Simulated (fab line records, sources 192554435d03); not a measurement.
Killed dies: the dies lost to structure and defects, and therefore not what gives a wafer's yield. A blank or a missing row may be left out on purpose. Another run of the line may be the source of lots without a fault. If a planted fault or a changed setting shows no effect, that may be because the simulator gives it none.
Lot-split experiment ; flow n5_finfet ; on a route of 1938 steps: 7 lots, 39 wafers read

== THE SPLIT ITSELF ==
At N5_HKMG_FIN_ETCH_32 (etches SOC in N2/H2, target depth 240 nm, time 300 s), the setting bias_w was moved away from the recipe's 150 W on 18 of the 39 wafers read, by -16.3% to +14.7%. This setting was run at the recipe's value on the other wafers.

The split's own step is where the reading is taken.

== THE READING ==
rf_vpp_V, in V, at N5_HKMG_FIN_ETCH_32 (etches SOC in N2/H2, target depth 240 nm, time 300 s). Typical for fault-free wafers on this fab line: 523.4 V, with standard deviation 2.1 V.

wafer;tool, chamber at the split;bias_w as run, W;against the recipe;rf_vpp_V, V;against lot-mates on the recipe
L074.1;rie_diel-05, 3;150;recipe;522.8;-
L074.2;rie_diel-05, 2;150;recipe;526.4;-
L074.3;rie_diel-05, 0;162.4;+8.3%;550.6;+26.1
L074.4;rie_diel-05, 3;162.4;+8.3%;550.0;+25.5
L074.5;rie_diel-05, 0;150;recipe;524.4;-
L074.6;rie_diel-05, 2;162.4;+8.3%;553.6;+29.1
L075.1;rie_diel-03, 0;125.5;-16.3%;465.4;-57.4
L075.2;rie_diel-03, 1;125.5;-16.3%;468.4;-54.4
L075.3;rie_diel-03, 2;125.5;-16.3%;465.5;-57.3
L075.4;rie_diel-03, 3;150;recipe;522.9;-
L075.5;rie_diel-03, 3;150;recipe;522.8;-
L075.6;rie_diel-03, 0;150;recipe;522.6;-
L077.1;rie_diel-03, 0;141.7;-5.5%;503.6;-19.7
L077.2;rie_diel-03, 1;150;recipe;524.7;-
L077.3;rie_diel-03, 3;150;recipe;523.2;-
L077.4;rie_diel-03, 2;141.7;-5.5%;504.6;-18.7
L077.5;rie_diel-03, 0;150;recipe;522.0;-
L077.6;rie_diel-03, 3;141.7;-5.5%;503.3;-20.0
L078.1;rie_diel-06, 1;138.5;-7.7%;498.0;-25.1
L078.2;rie_diel-06, 2;138.5;-7.7%;494.3;-28.8
L078.3;rie_diel-06, 0;150;recipe;525.1;-
L078.4;rie_diel-06, 2;150;recipe;519.0;-
L078.5;rie_diel-06, 0;150;recipe;525.1;-
L078.6;rie_diel-06, 1;138.5;-7.7%;497.8;-25.3
L091.2;rie_diel-06, 1;150;recipe;523.7;-
L091.3;rie_diel-06, 0;150;recipe;525.4;-
L091.5;rie_diel-06, 1;150;recipe;522.5;-
L093.1;rie_diel-05, 3;172;+14.7%;569.5;+45.5
L093.2;rie_diel-05, 2;150;recipe;526.2;-
L093.3;rie_diel-05, 1;172;+14.7%;571.6;+47.6
L093.4;rie_diel-05, 0;150;recipe;522.9;-
L093.5;rie_diel-05, 0;172;+14.7%;571.0;+47.0
L093.6;rie_diel-05, 3;150;recipe;522.8;-
L095.1;rie_diel-05, 2;128.6;-14.3%;477.7;-45.5
L095.2;rie_diel-05, 1;128.6;-14.3%;475.8;-47.4
L095.3;rie_diel-05, 0;150;recipe;523.5;-
L095.4;rie_diel-05, 3;150;recipe;522.1;-
L095.5;rie_diel-05, 0;150;recipe;524.1;-
L095.6;rie_diel-05, 1;128.6;-14.3%;474.5;-48.7

THE FIT
A straight line over all 39 wafers: rf_vpp_V changes by +3.37 V for each +1% of bias_w; r = +1.00; the points scatter about the line by 1.8 V.
The same after taking each lot's own level away (the mean of its wafers on the recipe; 39 wafers): +3.32 V for each +1%; r = +1.00; scatter 1.7 V.
That fit puts the effect of the largest move of bias_w on the reading at 54 V.
From 522.77 to 524.53 V: that is the span of the lots' own levels, equal to 0.8 times the standard deviation above.
Consequently the slope shifts little with the lot-to-lot level, the two slopes agreeing.
Check: -54.4 V against its lot-mates is what the line predicts for one of the wafers moved furthest among these (-16.3%) when that wafer is left out of the fit. It came out at -57.4 V against them.
Tool readings at the split's step, against how far the setting was moved: rf_vpp_V r = +1.00.

== THE WHOLE CHAIN: every reading that the file lists as answering this split, in the file's order ==
step;what it does;reading;change (the file's fit);r (the file's)
N5_HKMG_FIN_ETCH_32;etches SOC in N2/H2, target depth 240 nm, time 300 s;rf_vpp_V;+3.33 V for each +1% of the setting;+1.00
N5_HKMG_FIN_ETCH_32;etches SOC in N2/H2, target depth 240 nm, time 300 s;SiARC_of_HKMG_FIN_COAT_30.thk_nm (the simulator's own value, which no gauge read);-0.17 nm for each +1% of the setting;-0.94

== FILE'S OWN FIT ==
rf_vpp_V changes by +3.33 V for each +1% of bias_w, r = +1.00.
